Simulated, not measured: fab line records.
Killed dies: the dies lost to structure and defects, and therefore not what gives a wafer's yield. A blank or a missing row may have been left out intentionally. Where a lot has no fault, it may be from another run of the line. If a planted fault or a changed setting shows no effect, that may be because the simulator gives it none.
fab line records | flow nandHarc | part 1 of 2: steps 1 to 21 of 26
record lots=5 wafers=15 lastDay=34
route steps=1302 shown A_CHANNEL_HOLE_D2@572
lots that met no fault: taken from a fault-free run of the same line
startH: hours from the record's opening day to when the first of the lot's shown wafers began | waitH: how many hours have passed since the lot's step before this one | " same as the row above | L1.1+2: a row that stands for several wafers | - value missing, or start not given | * or withheld: withheld | < > ~ a bound
route shown NAME@n: NAME is a module with steps in the file, n the number in the route of the first one | usual: mean/standard deviation of fault-free wafers | same: alike in all rows | chamber/n: place in a boat | sites: the reading at each site | _std_site: the values' standard deviation | _edge_site: the outer-site mean with the inner-site mean subtracted | radiusMm: for every site, how far away it sits from the centre of the wafer | mask NAME#n: copy n | behind: tool/chamber where the wafer was last shaped | hold: what put the lot on hold/how long, in hours/how the hold closed | device: the n, p or np transistor that did not switch | end of line: the route-end tests of the same wafers | for a step that has no rows: nothing shown but its recipe | killed: dies lost to structure and defects at the first sort, not the wafer's yield | map: dies across one wafer; x = killed, . = not, _ = none there
set.NAME: the setting as run; set.NAME@STEP: as run at that earlier step | model.NAME: the simulator's own value behind a step, which no gauge read
lots seen at some steps along the route; tables by step, rows by wafer
services: from which hour (startH, from the record's first day; less than 0 if before it) a tool's chamber was out of use, for how many hours, and why
## steps
# step NHARC_A_CHANNEL_HOLE_D2_DEHYDRATE_02
# recipe tempC=150 timeS=120
# columns lot.wafer tool chamber startH waitH
L074.1+2+4 lithoTrack-04 0 289.36 0.2
L079.2+5+6 lithoTrack-04 0 336.01 0.2
L084.3+4+5 lithoTrack-06 0 398.90 0.2
L093.1+3+6 lithoTrack-01 0 485.88 0.2
L097.2+3+6 lithoTrack-01 0 539.84 0.2
# step NHARC_A_CHANNEL_HOLE_D2_HMDS_03
# recipe timeS=30
# columns lot.wafer tool chamber startH waitH
L074.1+2+4 lithoTrack-04 0 - -
L079.2+5+6 lithoTrack-04 0 - -
L084.3+4+5 lithoTrack-06 0 - -
L093.1+3+6 lithoTrack-01 0 - -
L097.2+3+6 lithoTrack-01 0 - -
# step NHARC_A_CHANNEL_HOLE_D2_COAT_36
# recipe tempC=260 timeS=75
# columns lot.wafer tool chamber startH waitH
L074.1+2+4 lithoTrack-04 0 - -
L079.2+5+6 lithoTrack-04 0 - -
L084.3+4+5 lithoTrack-06 0 - -
L093.1+3+6 lithoTrack-01 0 - -
L097.2+3+6 lithoTrack-01 0 - -
# step NHARC_A_CHANNEL_HOLE_D2_COAT_37
# recipe tempC=225 timeS=65
# columns lot.wafer tool chamber startH waitH
L074.1+2+4 lithoTrack-04 0 - -
L079.2+5+6 lithoTrack-04 0 - -
L084.3+4+5 lithoTrack-06 0 - -
L093.1+3+6 lithoTrack-01 0 - -
L097.2+3+6 lithoTrack-01 0 - -
# step NHARC_A_CHANNEL_HOLE_D2_COAT_04
# recipe spinRpm=1500 resistThkNm=90
# usual dispensePressureKPa=47/3.2
# columns lot.wafer tool chamber startH waitH dispensePressureKPa
L074.1 lithoTrack-04 0 - - 44
L074.2 " 0 " " 44
L074.4 " 0 " " 44
L079.2 lithoTrack-04 0 - - 44
L079.5 " 0 " " 44
L079.6 " 0 " " 44
L084.3 lithoTrack-06 0 - - 52
L084.4 " 0 " " 53
L084.5 " 0 " " 52
L093.1 lithoTrack-01 0 - - 47
L093.3 " 0 " " 47
L093.6 " 0 " " 47
L097.2 lithoTrack-01 0 - - 47
L097.3 " 0 " " 47
L097.6 " 0 " " 47
# step NHARC_A_CHANNEL_HOLE_D2_SOFTBAKE_05
# recipe tempC=105 timeS=55
# columns lot.wafer tool chamber startH waitH
L074.1+2+4 lithoTrack-04 0 - -
L079.2+5+6 lithoTrack-04 0 - -
L084.3+4+5 lithoTrack-06 0 - -
L093.1+3+6 lithoTrack-01 0 - -
L097.2+3+6 lithoTrack-01 0 - -
# step NHARC_A_CHANNEL_HOLE_D2_EBR_06
# columns lot.wafer tool chamber startH waitH
L074.1+2+4 lithoTrack-04 0 - -
L079.2+5+6 lithoTrack-04 0 - -
L084.3+4+5 lithoTrack-06 0 - -
L093.1+3+6 lithoTrack-01 0 - -
L097.2+3+6 lithoTrack-01 0 - -
# step NHARC_A_CHANNEL_HOLE_D2_EXPOSE_07
# recipe na=1.35 targetCdNm=100 sigmaOuter=0.3 doseMj=59.65 maskId=HOLE_D2
# usual exposureDoseMJCm2=59.8/0.32 stageVelMmS=499.98/0.26
# columns lot.wafer tool chamber startH waitH mask exposureDoseMJCm2 stageVelMmS
L074.1 arfiScanner-02 0 289.68 - HOLE_D2#0 60.2 499.48
L074.2 " 0 " " HOLE_D2#0 60.2 499.70
L074.4 " 0 " " HOLE_D2#0 60.3 499.93
L079.2 arfiScanner-02 0 336.20 - HOLE_D2#0 60.3 500.16
L079.5 " 0 " " HOLE_D2#0 60.2 500.04
L079.6 " 0 " " HOLE_D2#0 60.3 500.35
L084.3 arfiScanner-02 0 399.22 - HOLE_D2#0 60.2 499.99
L084.4 " 0 " " HOLE_D2#0 60.2 500.32
L084.5 " 0 " " HOLE_D2#0 60.2 500.11
L093.1 arfiScanner-01 0 486.19 - HOLE_D2#0 59.7 499.98
L093.3 " 0 " " HOLE_D2#0 59.6 500.02
L093.6 " 0 " " HOLE_D2#0 59.7 500.31
L097.2 arfiScanner-01 0 540.15 - HOLE_D2#0 59.6 500.19
L097.3 " 0 " " HOLE_D2#0 59.5 499.69
L097.6 " 0 " " HOLE_D2#0 59.5 499.97
# step NHARC_A_CHANNEL_HOLE_D2_PEB_08
# recipe pebTempC=100 pebTimeS=65
# columns lot.wafer tool chamber startH waitH
L074.1+2+4 lithoTrack-06 0 289.74 0.1
L079.2+5+6 lithoTrack-04 0 336.25 0.1
L084.3+4+5 lithoTrack-06 0 399.27 0.0
L093.1+3+6 lithoTrack-01 0 486.25 0.1
L097.2+3+6 lithoTrack-06 0 540.21 0.1
# step NHARC_A_CHANNEL_HOLE_D2_DEVELOP_09
# recipe developTimeS=35 devTempC=23
# columns lot.wafer tool chamber startH waitH
L074.1+2+4 lithoTrack-06 0 - -
L079.2+5+6 lithoTrack-04 0 - -
L084.3+4+5 lithoTrack-06 0 - -
L093.1+3+6 lithoTrack-01 0 - -
L097.2+3+6 lithoTrack-06 0 - -
# step NHARC_A_CHANNEL_HOLE_D2_CD_MEAS_10
# recipe targetCdNm=100 landingEnergyEv=500
# usual cdNm=99.5/0.64
# columns lot.wafer tool chamber startH waitH cdNm
L074.1 cdSem-01 0 289.81 - 98.8
L074.2 " 0 " " 98.5
L074.4 " 0 " " 98.4
L079.2 cdSem-03 0 336.33 - 98.5
L079.5 " 0 " " 99.3
L079.6 " 0 " " 98.8
L084.3 cdSem-02 0 399.36 - 99.3
L084.4 " 0 " " 100.8
L084.5 " 0 " " 99.5
L093.1 cdSem-02 0 486.33 - 99.3
L093.3 " 0 " " 98.8
L093.6 " 0 " " 98.6
L097.2 cdSem-02 0 540.29 - 99.5
L097.3 " 0 " " 99.7
L097.6 " 0 " " 99.9
# step NHARC_A_CHANNEL_HOLE_D2_OVL_MEAS_11
# usual overlayXNm=0.0/0.75 overlayYNm=-0.2/0.81
# columns lot.wafer tool chamber startH waitH overlayXNm overlayYNm
L074.1 overlay-01 - 289.90 - -0.7 -1.5
L074.2 " - " " -0.4 -1.3
L074.4 " - " " -0.6 -1.1
L079.2 overlay-01 - 336.42 - 0.6 -0.8
L079.5 " - " " 1.1 -0.2
L079.6 " - " " 1.1 -1.1
L084.3 overlay-01 - 399.44 - 0.8 0.2
L084.4 " - " " 0.7 -0.2
L084.5 " - " " 0.9 -0.3
L093.1 overlay-01 - 486.42 - -1.7 -0.8
L093.3 " - " " -1.7 -0.7
L093.6 " - " " -2.1 -0.8
L097.2 overlay-02 - 540.37 - 0.0 -0.4
L097.3 " - " " -0.9 -1.1
L097.6 " - " " -0.3 -1.0
# step NHARC_A_CHANNEL_HOLE_D2_INSPECT_12
# usual rawDefectCount=25/21
# columns lot.wafer tool chamber startH waitH rawDefectCount
L074.1 defectInspect-02 - 289.94 0.0 7
L074.2 " - " " 4
L074.4 " - " " 5
L079.2 defectInspect-01 - 336.46 0.0 10
L079.5 " - " " 8
L079.6 " - " " 4
L084.3 defectInspect-01 - 399.48 0.0 5
L084.4 " - " " 12
L084.5 " - " " 13
L093.1 defectInspect-02 - 486.45 0.0 23
L093.3 " - " " 17
L093.6 " - " " 20
L097.2 defectInspect-01 - 540.41 0.0 6
L097.3 " - " " 3
L097.6 " - " " 3
# step NHARC_A_CHANNEL_HOLE_D2_DESCUM_15
# recipe timeS=3 o2FlowSccm=200 arFlowSccm=0 biasPowerW=0 chemistry=O2
# usual drypumpMotorCurrentA=5.5/0.47 o2FlowSccm=199.9/0.6 oesProductAu=1.002/0.013 rfVppV=57.9/0.93 showerheadPlenumPTorr=1.92/0.067 throttleValvePct=11.312/0.0098
# columns lot.wafer tool chamber startH waitH drypumpMotorCurrentA o2FlowSccm oesProductAu rfHoursCounterH rfVppV showerheadPlenumPTorr throttleValvePct
L074.4 rieDiel-10 1 290.00 0.1 4.9 198.6 0.985 1.5 57.9 1.90 11.322
L074.2 " 2 " " 5.1 199.8 1.030 1.1 58.2 1.98 11.306
L074.1 " 0 " " 5.3 199.9 1.018 1.6 57.1 1.79 11.308
L079.2 rieDiel-10 3 336.53 0.1 5.2 200.6 1.015 5.8 57.5 1.94 11.318
L079.6 " 2 " " 5.1 200.4 1.017 - 58.2 1.98 11.311
L079.5 " 3 " " 5.2 199.5 1.012 - 57.8 1.94 11.320
L084.4 rieDiel-05 1 399.54 0.1 5.7 199.7 0.991 6.3 59.3 1.94 11.315
L084.3 " 0 " " 6.3 198.5 0.993 9.6 58.9 1.87 11.320
L084.5 " 2 " " 6.0 200.0 0.987 - 57.9 2.00 11.308
L093.1 rieDiel-10 0 486.53 0.1 5.3 200.6 1.015 1.8 57.8 1.79 11.289
L093.3 " 1 " " 4.9 200.3 0.973 2.1 57.8 1.89 11.294
L093.6 " 2 " " 5.0 199.6 1.023 - 57.5 1.98 11.310
L097.3 rieDiel-06 0 540.48 0.1 5.3 200.7 1.008 2.0 55.7 1.91 11.304
L097.2 " 2 " " 5.4 199.9 0.986 1.4 56.8 1.86 11.294
L097.6 " 3 " " 5.5 199.3 0.991 - 58.9 2.01 11.311
# step NHARC_A_CHANNEL_HOLE_D2_ETCH_38
# recipe targetDepthA=390 overEtchFrac=0.3 timeS=65 ionEnergyEv=80 cf4FlowSccm=150 arFlowSccm=0 rfW=300 biasW=100 chemistry=CF4
# usual biasW=100.0/0.31 drypumpMotorCurrentA=5.4/0.46 oesProductAu=1.002/0.013 rfVppV=151.4/1.2 showerheadPlenumPTorr=1.78/0.057 throttleValvePct=13.284/0.0092
# columns lot.wafer tool chamber startH waitH biasW drypumpMotorCurrentA oesProductAu rfHoursCounterH rfVppV showerheadPlenumPTorr throttleValvePct
L074.2 rieDiel-10 0 290.09 0.1 100.5 5.3 1.010 1.6 149.1 1.66 13.300
L074.1 " 1 " " 100.3 4.9 0.976 1.5 149.8 1.75 13.295
L074.4 " 3 " " 99.7 5.2 1.015 1.3 153.0 1.79 13.295
L079.2 rieDiel-10 0 336.60 0.1 100.0 5.3 1.011 5.4 149.8 1.66 13.285
L079.6 " 0 " " 99.7 5.3 1.008 - 150.9 1.66 13.274
L079.5 " 1 " " 99.9 4.9 0.980 - 148.7 1.75 13.276
L084.4 rieDiel-05 2 399.62 0.1 99.7 6.0 1.002 8.6 150.5 1.84 13.304
L084.3 " 0 " " 100.0 6.3 0.999 9.6 151.0 1.73 13.272
L084.5 " 2 " " 100.0 6.0 1.000 - 152.4 1.84 13.295
L093.3 rieDiel-10 1 486.61 0.1 99.8 4.9 0.977 2.1 150.1 1.75 13.277
L093.1 " 2 " " 99.9 5.1 1.019 3.0 152.9 1.83 13.286
L093.6 " 0 " " 99.8 5.3 1.028 - 149.9 1.66 13.287
L097.3 rieDiel-06 1 540.56 0.1 100.3 5.0 0.983 2.0 151.9 1.84 13.265
L097.2 " 2 " " 100.3 5.3 0.984 1.4 150.5 1.72 13.292
L097.6 " 0 " " 99.9 5.3 1.005 - 150.7 1.77 13.284
# step NHARC_A_CHANNEL_HOLE_D2_ETCH_39
# recipe targetDepthA=2600 overEtchFrac=0.3 timeS=325 ionEnergyEv=200 n2FlowSccm=150 h2FlowSccm=150 arFlowSccm=0 rfW=400 biasW=150 chemistry=N2/H2
# usual biasW=149.9/0.45 drypumpMotorCurrentA=5.5/0.48 oesProductAu=1.002/0.013 rfVppV=430.7/2.3 showerheadPlenumPTorr=2.05/0.075 throttleValvePct=14.171/0.0091
# columns lot.wafer tool chamber startH waitH biasW drypumpMotorCurrentA oesProductAu rfHoursCounterH rfVppV showerheadPlenumPTorr throttleValvePct
L074.2 rieDiel-10 2 - - 150.0 5.1 1.025 1.2 432.2 2.12 14.172
L074.1 " 0 " " 149.9 5.3 1.010 1.7 427.7 1.90 14.182
L074.4 " 1 " " 148.9 4.9 0.974 1.6 429.4 2.02 14.166
L079.2 rieDiel-10 1 - - 150.0 4.9 0.976 4.3 431.0 2.02 14.152
L079.6 " 3 " " 149.8 5.2 1.011 - 432.8 2.07 14.163
L079.5 " 0 " " 149.8 5.3 1.023 - 426.2 1.90 14.184
L084.4 rieDiel-05 1 - - 149.0 5.7 0.986 6.4 430.4 2.07 14.176
L084.3 " 2 " " 149.6 6.0 1.002 8.7 432.6 2.13 14.183
L084.5 " 0 " " 149.6 6.3 0.996 - 429.4 1.99 14.177
L093.3 rieDiel-10 1 - - 150.0 4.9 0.987 2.1 429.3 2.02 14.171
L093.1 " 3 " " 149.4 5.2 0.991 3.1 432.2 2.07 14.166
L093.6 " 1 " " 150.0 4.9 0.986 - 430.9 2.02 14.179
L097.2 rieDiel-06 3 - - 149.9 5.6 0.987 1.8 434.9 2.14 14.174
L097.3 " 1 " " 149.5 5.0 0.988 2.1 433.8 2.13 14.170
L097.6 " 0 " " 149.8 5.3 1.007 - 430.3 2.04 14.180
# step NHARC_A_CHANNEL_HOLE_D2_ETCH_34
# recipe targetDepthA=1540 timeS=77 cf4FlowSccm=100 chf3FlowSccm=30 arFlowSccm=0 rfW=500 biasW=200 chemistry=CF4/CHF3
# usual biasW=200.0/0.6 drypumpMotorCurrentA=5.4/0.48 oesProductAu=0.959/0.023 rfVppV=370.7/1.8 showerheadPlenumPTorr=1.58/0.053 throttleValvePct=16.801/0.0088
# columns lot.wafer tool chamber startH waitH biasW drypumpMotorCurrentA oesProductAu rfHoursCounterH rfVppV showerheadPlenumPTorr throttleValvePct
L074.4 rieDiel-10 2 - - 198.7 5.1 0.979 1.3 372.0 1.63 16.800
L074.1 " 0 " " 200.0 5.3 0.998 1.7 368.3 1.48 16.815
L074.2 " 1 " " 199.3 4.9 0.942 1.6 369.3 1.56 16.810
L079.2 rieDiel-10 1 - - 198.6 4.9 0.956 4.4 369.9 1.56 16.809
L079.6 " 3 " " 199.9 5.2 0.969 - 371.8 1.59 16.809
L079.5 " 0 " " 200.4 5.3 0.995 - 368.7 1.48 16.796
L084.4 rieDiel-05 0 - - 199.5 6.3 0.922 9.8 369.5 1.54 16.798
L084.3 " 2 " " 199.4 6.0 0.916 8.7 373.6 1.64 16.816
L084.5 " 1 " " 200.2 5.7 0.918 - 370.7 1.60 16.789
L093.3 rieDiel-10 0 - - 199.6 5.3 0.989 2.0 367.3 1.47 16.802
L093.1 " 2 " " 199.4 5.1 0.974 3.1 372.6 1.63 16.802
L093.6 " 1 " " 200.9 4.9 0.939 - 371.3 1.56 16.810
L097.3 rieDiel-06 3 - - 200.4 5.5 0.953 1.9 372.3 1.65 16.807
L097.2 " 0 " " 199.8 5.3 0.966 2.2 370.1 1.57 16.789
L097.6 " 2 " " 200.0 5.4 0.967 - 368.6 1.53 16.794
# step NHARC_A_CHANNEL_HOLE_D2_ETCH_16
# recipe targetDepthA=31000 overEtchFrac=0.3 timeS=806 ionEnergyEv=150 o2FlowSccm=400 cosFlowSccm=20 arFlowSccm=0 rfW=500 biasW=300 chemistry=O2/COS
# usual biasW=300.0/0.84 drypumpMotorCurrentA=5.5/0.48 o2FlowSccm=400.0/1.2 oesProductAu=1.003/0.014 rfVppV=314.3/1.7 showerheadPlenumPTorr=3.14/0.1 throttleValvePct=28.330/0.0095
# columns lot.wafer tool chamber startH waitH biasW drypumpMotorCurrentA o2FlowSccm oesProductAu rfHoursCounterH rfVppV showerheadPlenumPTorr throttleValvePct
L074.2 rieDiel-10 0 - - 301.5 5.3 398.8 1.039 1.9 311.2 2.93 28.337
L074.4 " 1 " " 300.1 4.9 399.1 0.987 1.7 313.1 3.10 28.346
L074.1 " 2 " " 298.8 5.1 403.3 1.026 1.5 315.2 3.23 28.334
L079.2 rieDiel-10 1 - - 301.1 4.9 399.3 0.984 4.5 312.9 3.10 28.320
L079.5 " 2 " " 300.5 5.1 399.6 1.020 - 315.7 3.23 28.337
L079.6 " 3 " " 300.4 5.2 400.3 1.004 - 315.9 3.16 28.329
L084.3 rieDiel-05 0 - - 299.8 6.3 401.3 0.997 9.9 313.6 3.06 28.337
L084.4 " 2 " " 301.0 6.0 397.6 0.984 8.8 315.6 3.25 28.335
L084.5 " 0 " " 299.7 6.3 400.7 1.005 - 312.6 3.06 28.332
L093.1 rieDiel-10 2 - - 300.8 5.0 399.1 1.013 3.2 314.4 3.22 28.327
L093.3 " 3 " " 298.8 5.2 399.9 0.999 3.3 313.8 3.16 28.332
L093.6 " 0 " " 299.7 5.3 398.8 0.996 - 311.5 2.92 28.330
L097.3 rieDiel-06 3 - - 301.0 5.5 401.0 0.990 2.1 315.6 3.27 28.336
L097.2 " 2 " " 299.3 5.4 400.9 0.981 1.6 313.5 3.04 28.332
L097.6 " 3 " " 298.8 5.5 399.2 1.002 - 316.7 3.27 28.328
# step NHARC_A_CHANNEL_HOLE_D2_CD_MEAS_18
# usual cdNm=99.1/2.8
# columns lot.wafer tool chamber startH waitH cdNm
L074.1 cdSem-03 - 291.11 - 97.1
L074.2 " - " " 99.7
L074.4 " - " " 101.8
L079.2 cdSem-03 - 337.63 - 101.5
L079.5 " - " " 98.5
L079.6 " - " " 99.7
L084.3 cdSem-01 - 400.65 - 94.7
L084.4 " - " " 96.8
L084.5 " - " " 95.2
L093.1 cdSem-02 - 487.63 - 100.7
L093.3 " - " " 98.6
L093.6 " - " " 96.9
L097.2 cdSem-02 - 541.58 - 99.4
L097.3 " - " " 96.2
L097.6 " - " " 97.9
# step NHARC_A_CHANNEL_HOLE_D2_ETCH_19
# recipe biasV=1200 sourceW=2500 pressureMtorr=15 timeS=34.5 arFlowSccm=375 c4f8FlowSccm=28.8 o2FlowSccm=96.2 tempC=-20 targetDepthA=* chemistry=C4F8/O2/Ar
# usual drypumpMotorCurrentA=5.1/0.49 o2FlowSccm=96.18/0.28 showerheadPlenumPTorr=3.70/0.042 throttleValvePct=37.038/0.0096
# columns lot.wafer tool chamber startH waitH drypumpMotorCurrentA o2FlowSccm rfHoursCounterH showerheadPlenumPTorr throttleValvePct
L074.1 harEtch-01 1 291.19 0.1 4.7 96.08 149 3.74 37.050
L074.2 " 0 " " 5.9 96.24 149 3.74 37.048
L074.4 " 0 " " 5.9 96.51 - 3.74 37.040
L079.2 harEtch-01 0 337.78 0.1 5.9 96.59 176 3.73 37.034
L079.6 " 0 " " 5.9 96.37 - 3.73 37.038
L079.5 " 1 " " 4.7 96.13 - 3.73 37.034
L084.4 harEtch-02 1 400.75 0.1 5.1 95.77 - 3.75 37.033
L084.3 " 0 " " 4.7 95.95 - 3.65 37.037
L084.5 " 1 " " 5.1 96.09 - 3.75 37.034
L093.1 harEtch-02 1 487.72 0.1 5.1 96.21 54 3.72 37.032
L093.3 " 0 " " 4.7 95.77 - 3.63 37.052
L093.6 " 1 " " 5.1 95.98 - 3.73 37.039
L097.2 harEtch-02 1 545.11 3.5 5.1 96.50 84 3.71 37.040
L097.3 " 0 " " 4.7 96.46 - 3.61 37.046
L097.6 " 0 " " 4.7 96.13 - 3.61 37.048
# step NHARC_A_CHANNEL_HOLE_D2_ETCH_20
# recipe biasV=3000 sourceW=withheld pressureMtorr=20 timeS=361.9 arFlowSccm=375 c4f8FlowSccm=89.3 o2FlowSccm=35.7 tempC=-20 targetDepthA=16000 chemistry=C4F8/O2/Ar
# usual drypumpMotorCurrentA=5.1/0.49 o2FlowSccm=35.70/0.1 showerheadPlenumPTorr=3.66/0.04 throttleValvePct=32.154/0.01
# columns lot.wafer tool chamber startH waitH drypumpMotorCurrentA o2FlowSccm rfHoursCounterH showerheadPlenumPTorr throttleValvePct
L074.1 harEtch-01 1 291.30 0.1 4.8 35.73 149 3.70 32.140
L074.2 " 0 " " 5.9 35.49 149 3.70 32.144
L074.4 " 0 " " 5.9 35.57 - 3.70 32.158
L079.2 harEtch-01 0 337.89 0.1 6.0 35.45 176 3.69 32.162
L079.6 " 0 " " 5.9 35.75 - 3.68 32.154
L079.5 " 1 " " 4.8 35.73 - 3.68 32.159
L084.4 harEtch-02 1 400.93 0.2 5.1 35.60 - 3.71 32.166
L084.3 " 0 " " 4.7 35.67 - 3.62 32.148
L084.5 " 1 " " 5.1 35.46 - 3.71 32.148
L093.1 harEtch-02 1 487.86 0.1 5.1 35.70 54 3.68 32.124
L093.3 " 0 " " 4.7 35.73 - 3.59 32.163
L093.6 " 1 " " 5.1 35.55 - 3.68 32.162
L097.2 harEtch-02 1 545.22 0.1 5.1 35.59 84 3.67 32.161
L097.3 " 0 " " 4.7 35.70 - 3.57 32.162
L097.6 " 0 " " 4.7 35.66 - 3.57 32.153
